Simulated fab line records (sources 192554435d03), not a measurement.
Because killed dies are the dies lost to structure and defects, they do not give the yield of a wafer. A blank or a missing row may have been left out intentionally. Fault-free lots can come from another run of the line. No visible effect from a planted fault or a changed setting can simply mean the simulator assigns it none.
Chamber matching ; flow n5Finfet ; N5_BEOL_M2_ALD_98 on aldSin-04: 4 sister chambers
The step deposits SiO2, target thk 2.5 nm, pulse time 1 s, co reactant pulse time 1 s. 16 wafers are shown with their chamber, then 8 later ones without.

== WAFERS, EACH WITH ITS CHAMBER ==
wafer;chamber;heaterPowerW (W);precursorPulseHeightRel
L078.2;0;81;1.003
L078.4;2;67;1.049
L078.6;0;83;1.024
L079.2;0;81;1.004
L079.3;1;76;1.024
L079.6;3;84;1.008
L080.1;3;84;0.975
L080.3;1;73;0.989
L080.5;0;80;0.977
L084.1;0;82;1.008
L084.2;3;85;0.991
L084.4;3;85;0.997
L086.1;2;70;1.001
L086.4;2;69;0.989
L086.6;0;82;0.968
L089.4;0;80;1.003

SIGNATURES, as means of the wafers listed above
reading;chamber 0;chamber 1;chamber 2;chamber 3;scatter within a chamber
heaterPowerW;81.29;74.50;68.67;84.50;1.21
precursorPulseHeightRel;0.99814;1.00650;1.01300;0.99275;0.0212
Rule: distance of a wafer from a chamber = root of the sum over the readings of ((wafer's reading minus chamber's mean) / reading's scatter) squared. The wafer belongs to the nearest chamber; if the next one is less than 2 further off, it can't be placed. The scatter: take each reading less its chamber's mean, square it, sum over the shown wafers, divide by the number of wafers less the number of chambers, and take the root.

== WAFERS WHOSE CHAMBER IS MISSING ==
wafer;heaterPowerW (W);precursorPulseHeightRel
L089.5;69;1.042
L089.6;84;0.957
L091.1;69;0.999
L091.3;83;1.027
L091.5;84;1.027
L093.1;81;1.008
L093.4;81;0.977
L093.5;71;1.026

== WHICH CHAMBER EACH WENT THROUGH ==
wafer;from the rows above;in truth
L089.5;2;2
L089.6;can't be placed: 3 or 0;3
L091.1;2;2
L091.3;can't be placed: 0 or 3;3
L091.5;can't be placed: 3 or 0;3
L093.1;0;0
L093.4;can't be placed: 0 or 3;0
L093.5;can't be placed: 2 or 1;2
Correct placement for 3 of the 8. Unplaceable from these rows: 5, with the true chamber sitting among the candidates in 5. Number placed wrongly: 0.
